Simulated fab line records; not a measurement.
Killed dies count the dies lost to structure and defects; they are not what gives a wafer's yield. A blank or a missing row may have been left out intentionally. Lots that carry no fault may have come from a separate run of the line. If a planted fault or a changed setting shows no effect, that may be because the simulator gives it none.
A struck lot beside a sound one | flow nand-harc | 14 out of 1302 route steps
Sound: these wafers, L507.1, L507.4, L507.6. Struck: wafers L513.2, L513.5 (left out: L513.3, a lot-mate that was not struck); the cause follows at the end.
Per side, at each step with rows, come the tool, then ch with its chambers, and then its first start. Under that, the readings that differ: sound wafers | struck wafers | difference of the means | sigmas: that difference in standard deviations of wafers without a fault.
alike: a reading whose means differ by less than 2 such deviations, as well as words and numbers matching on both sides. not compared: withheld readings; readings where some wafer has no value; bounds like >300 that might hide an equal value; numbers whose values overlap and for which the record gives no deviation.
Wherever a step has rows on one side only, a row that says differs or no value, or a row with sigmas, the two part there. Numbers that have no deviation but don't overlap get no sigmas and don't part them. A reading missing from all wafers of one side parts the sides only when that side holds two or more wafers.

first, 3 steps without rows for these wafers: NHARC_THIN_TSV_EXPOSE_09 (exposes mask TSV); NHARC_THIN_TSV_PEB_10 (peb time 85 s); NHARC_THIN_TSV_DEVELOP_11 (time 70 s).
NHARC_THIN_TSV_CD_MEAS_12 targets a cd of 1000 nm.
  sound on cd-sem-01 ch 0, day 25 07:51; struck on cd-sem-01 ch 0, day 29 06:05
  alike: cd-nm
then, 1 step without rows for these wafers: NHARC_THIN_TSV_HARDBAKE_13 (time 80 s).
NHARC_THIN_TSV_DESCUM_14: chemistry O2, time 3 s.
  sound on rie-diel-12 ch 1,3, day 25 08:01; struck on rie-diel-12 ch 0,3, day 29 06:16
  alike: drypump-motor-current-A, o2-flow-sccm, oes-product-au, rf-vpp-V, showerhead-plenum-p-Torr, throttle-valve-pct
  not compared: rf-hours-counter-h
NHARC_THIN_TSV_ETCH_44: etches the open film in CF4/O2, target depth 1594.2 nm, time 797.1 s.
  sound on rie-diel-12 ch 1,2,3, day 25 08:09; struck on rie-diel-12 ch 0,2, day 29 06:20
  alike: drypump-motor-current-A, o2-flow-sccm, oes-product-au, rf-vpp-V, showerhead-plenum-p-Torr, throttle-valve-pct
  not compared: rf-hours-counter-h
NHARC_THIN_TSV_ETCH_15: target depth 3000 nm, bosch target overetch cycles 2, bosch etch step 2.8 s.
  sound on rie-si-02 ch 1,2,3, day 25 08:41; struck on rie-si-02 ch 0,1, day 29 06:55
  alike: drypump-motor-current-A
  not compared: rf-hours-counter-h
NHARC_THIN_TSV_CD_MEAS_16:
  struck on cd-sem-01, day 29 07:03; sound on cd-sem-02, day 25 08:48
  alike: cd-nm
NHARC_THIN_TSV_STRIP_45: strips in O2.
  sound on plasma-asher-02 ch 0,1, day 25 08:56; struck on plasma-asher-01 ch 1, day 29 07:07
  alike: drypump-motor-current-A, heater-power-w
  not compared: rf-hours-counter-h
then, 1 step without rows for these wafers: NHARC_THIN_TSV_STRIP_46 (strips in post etch residue remover, time 1200 s).
NHARC_THIN_TSV_DEP_47: deposits SiO2, target thk 200 nm.
  sound on pecvd-01 ch 0,2, day 25 09:44; struck on pecvd-02 ch 1,2, day 29 07:55
  alike: throttle-valve-pct
NHARC_THIN_TSV_ETCHBACK_48: etches the open film in C4F8/Ar, target depth 1028.5 nm, time 405.17 s.
  sound on rie-diel-12 ch 0,1, day 25 10:07; struck on rie-diel-13 ch 1,3, day 29 08:19
  reading          | sound             | struck      | difference | sigmas
  run-length-s (s) | 426.3 427.2 425.7 | 312.8 312.9 | -113.5     | -99 or more
  alike: oes-product-au, rf-vpp-V
  not compared: rf-hours-counter-h
then, 1 step without rows for these wafers: NHARC_THIN_TSV_STRIP_62 (strips in N2/H2, time 20 s).

WHERE THEY PART
Within this record, at NHARC_THIN_TSV_ETCHBACK_48 only.

WHY: what the simulator had put in
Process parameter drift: rie-diel-13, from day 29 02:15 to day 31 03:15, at NHARC_THIN_TSV_ETCHBACK_48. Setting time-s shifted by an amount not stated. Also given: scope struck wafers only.
